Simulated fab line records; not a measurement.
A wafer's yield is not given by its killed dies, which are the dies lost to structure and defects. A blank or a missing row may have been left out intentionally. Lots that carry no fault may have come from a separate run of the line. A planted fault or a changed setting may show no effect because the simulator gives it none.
Comparing a struck lot with a sound one    flow nand_harc    15 steps out of a route of 1302
Sound: wafers L887.1, L887.4, L887.5. Wafers struck: L891.2, L891.3, L891.5. The cause is named last.
Each step with rows lists, per side, the tool, then ch with its chambers, then its first start. Under that, the readings that differ: sound wafers    struck wafers    difference of the means    sigmas: that difference in standard deviations of wafers without a fault.
alike: words and numbers the same on both sides, and readings whose means are apart by under 2 such deviations; not compared: readings that were withheld, readings missing a value for some wafer, numbers with overlapping values and no deviation given by the record, and bounds like >300 which may hide the same value.
A row with sigmas, a row that says differs or no value, or rows on one side alone: a step with any of these is where the two part. Numbers that don't overlap but have no deviation are shown without sigmas and don't part them. A reading missing from all wafers of one side parts the sides only when that side holds two or more wafers.

first, 7 steps without rows for these wafers: NHARC_P_M0_COAT_33 (time 65 s); NHARC_P_M0_COAT_03 (resist thk 90 nm); NHARC_P_M0_SOFTBAKE_04 (time 55 s); NHARC_P_M0_EBR_05; NHARC_P_M0_EXPOSE_06 (exposes mask P M0, target cd 90 nm); NHARC_P_M0_PEB_07 (peb time 65 s); NHARC_P_M0_DEVELOP_08 (develop time 35 s).
NHARC_P_M0_CD_MEAS_09: target cd 90 nm.
  sound on cd_sem-01 ch 0, day 5 06:19; struck on cd_sem-03 ch 0, day 6 17:56
  alike: cd_nm
NHARC_P_M0_OVL_MEAS_10: pitch 180 nm.
  sound on overlay-01, day 5 06:24; struck on overlay-01, day 6 18:01
  alike: overlay_x_nm, overlay_y_nm
NHARC_P_M0_INSPECT_11:
  sound on defect_inspect-02, day 5 06:26; struck on defect_inspect-02, day 6 18:03
  alike: raw_defect_count
NHARC_P_M0_DESCUM_14: chemistry O2, time 3 s.
  sound on rie_diel-02 ch 2,3, day 5 06:30; struck on rie_diel-02 ch 0,1,3, day 6 18:07
  alike: drypump_motor_current_A, oes_product_au, rf_vpp_V, showerhead_plenum_p_Torr, throttle_valve_pct
  not compared: rf_hours_counter_h
NHARC_P_M0_ETCH_34: etches the open film in N2/H2, target depth 40 nm, overetch 12 nm, time 43.94 s.
  sound on rie_diel-02 ch 1,2,3, day 5 06:35; struck on rie_diel-02 ch 0,2,3, day 6 18:12
  alike: bias_w, chamber_pressure_mTorr, drypump_motor_current_A, n2_flow_sccm, oes_product_au, rf_vpp_V, showerhead_plenum_p_Torr, throttle_valve_pct
  not compared: rf_hours_counter_h
NHARC_P_M0_ETCH_15: etches the open film in C4F8/Ar, target depth 150 nm, overetch 15 nm, time 82.5 s.
  sound on rie_diel-02 ch 0,1,2, day 5 06:40; struck on rie_diel-02 ch 0,3, day 6 18:17
  no value came back on the struck wafers for bias_w (W), chamber_pressure_mTorr (mTorr), oes_product_au (a.u.), rf_vpp_V (V); on the sound wafers bias_w (W) reads 300.6 299.5 299.5
NHARC_P_M0_CD_MEAS_16:
  sound on cd_sem-02, day 5 06:48; struck on cd_sem-02, day 6 18:25
  alike: cd_nm
-- record jumps: 19 days between struck wafers' starts before vs after; left off in module P_M0, resumes in module END, first step shown is number 1302 of the route --
NHARC_END_SORT_01:
  sound on prober-01 ch 0, day 25 18:02; struck on prober-01 ch 0, day 26 02:37
reading                   sound           struck       difference  sigmas
defect_limited_yield (%)  88.5 88.6 89.1  0 0 0        -89         -35
killed_at_periphery       5 2 4           604 613 593  +600        +99 or more
killed_dies               78 77 74        677 677 677  +601        +35
  alike: killed_at_array, killed_at_other, killed_open, killed_short

WHERE THEY PART
First at NHARC_P_M0_ETCH_15; last, within this record, at NHARC_END_SORT_01.

WHY: whatever the simulator had introduced
Entire step skipped (rie_diel-02, NHARC_P_M0_ETCH_15), from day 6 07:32 onward. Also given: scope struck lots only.
